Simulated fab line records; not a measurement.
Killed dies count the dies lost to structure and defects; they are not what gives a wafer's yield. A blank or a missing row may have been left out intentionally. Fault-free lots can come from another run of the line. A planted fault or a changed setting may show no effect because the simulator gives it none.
Split-lot experiment | flow n5_finfet | on a route of 1938 steps: 7 lots, 21 wafers read

## THE SPLIT ITSELF
At N5_FIN_CUT_ETCH_21 (etches SOC in N2/H2, target depth 219 nm, overetch 43.8 nm, time 523.5 s), the setting time_s was moved away from the recipe's 523.5 s on 9 of the 21 wafers read, by -21.7% to +5.9%. For the rest of the wafers, this setting stayed at what the recipe calls for.

Reading taken at the split's own step.

## THE READING
SiARC_of_FIN_CUT_COAT_19.thk_nm (the simulator's own value, which no gauge read), in nm, at N5_FIN_CUT_ETCH_21 (etches SOC in N2/H2, target depth 219 nm, overetch 43.8 nm, time 523.5 s). The file gives no usual value for it. The 12 wafers here that ran the recipe average 11.9 nm, standard deviation 0.099 nm.

wafer  | tool, chamber at the split | time_s as run, s | against the recipe | SiARC_of_FIN_CUT_COAT_19.thk_nm, nm | against lot-mates on the recipe
L080.1 | rie_diel-03, 0             | 523.5            | recipe             | 11.8                                | -
L080.2 | rie_diel-03, 3,1           | 467.7            | -10.7%             | 12.6                                | +0.8
L080.5 | rie_diel-03, 3,1           | 467.7            | -10.7%             | 12.6                                | +0.8
L087.1 | rie_diel-04, 3,0           | 475.5            | -9.2%              | 12.6                                | +0.8
L087.4 | rie_diel-04, 3,0           | 475.5            | -9.2%              | 12.6                                | +0.8
L087.2 | rie_diel-04, 1             | 523.5            | recipe             | 11.8                                | -
L090.1 | rie_diel-03, 1             | 554.3            | +5.9%              | 11.4                                | -0.5
L090.5 | rie_diel-03, 3             | 523.5            | recipe             | 11.8                                | -
L090.6 | rie_diel-03, 2             | 523.5            | recipe             | 12                                  | -
L091.1 | rie_diel-05, 3             | 465.7            | -11.0%             | 13                                  | +1.0
L091.5 | rie_diel-05, 1             | 523.5            | recipe             | 12                                  | -
L091.6 | rie_diel-05, 0             | 465.7            | -11.0%             | 12.8                                | +0.8
L093.1 | rie_diel-05, 3,1,1         | 523.5            | recipe             | 12                                  | -
L093.2 | rie_diel-05, 3,1,1         | 523.5            | recipe             | 12                                  | -
L093.5 | rie_diel-05, 3,1,1         | 523.5            | recipe             | 12                                  | -
L095.1 | rie_diel-03, 0,2           | 523.5            | recipe             | 12                                  | -
L095.6 | rie_diel-03, 0,2           | 523.5            | recipe             | 12                                  | -
L095.3 | rie_diel-03, 3             | 463.6            | -11.4%             | 12.8                                | +0.8
L096.1 | rie_diel-03, 1             | 409.8            | -21.7%             | 13.6                                | +1.8
L096.3 | rie_diel-03, 0             | 523.5            | recipe             | 11.8                                | -
L096.6 | rie_diel-03, 0             | 523.5            | recipe             | 11.8                                | -
If several chambers appear in one row, that row covers several wafers at once and the file leaves open which wafer was in which chamber.

THE FIT
A straight line over all 21 wafers: SiARC_of_FIN_CUT_COAT_19.thk_nm changes by -0.0778 nm for each +1% of time_s; r = -0.98; the points scatter about the line by 0.11 nm.
The same after taking each lot's own level away (the mean of its wafers on the recipe; 21 wafers): -0.0808 nm for each +1%; r = -0.99; scatter 0.062 nm.
Per that fit: largest time_s move, reading shift of 1.8 nm.
The span of the lots' own levels, 11.80 to 12.00 nm, comes to 2.0 times the standard deviation stated above.
The two slopes are in agreement: the lot-to-lot level therefore moves the slope only a little.
Check: +1.72 nm against its lot-mates is what the line predicts for one of the wafers moved furthest among these (-21.7%) when that wafer is left out of the fit. Against them it came out at +1.8 nm.

## OTHER SPLITS APPLIED TO THESE WAFERS
Before the reading, these wafers also passed through other splits. Each is held against what the fit with the lots' levels taken away leaves over:
other split on the same wafers            | wafers away from the commonest value | r with SiARC_of_FIN_CUT_COAT_19.thk_nm (lot level and that fit taken away)
N5_PMOS_HMC_CHANNEL_EPI_PEB_07 peb_temp_c | 9                                    | -0.13
N5_PMOS_HMC_CHANNEL_EPI_ETCH_32 bias_w    | 8                                    | +0.39
N5_FIN_SAQP_ETCH_34 source_w              | 9                                    | +0.15
N5_FIN_SAQP_FIN_ETCH_36 icp_w             | 7                                    | +0.09

## THE FILE'S OWN FIT
SiARC_of_FIN_CUT_COAT_19.thk_nm changes by -0.0805 nm for each +1% of time_s, r = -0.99.
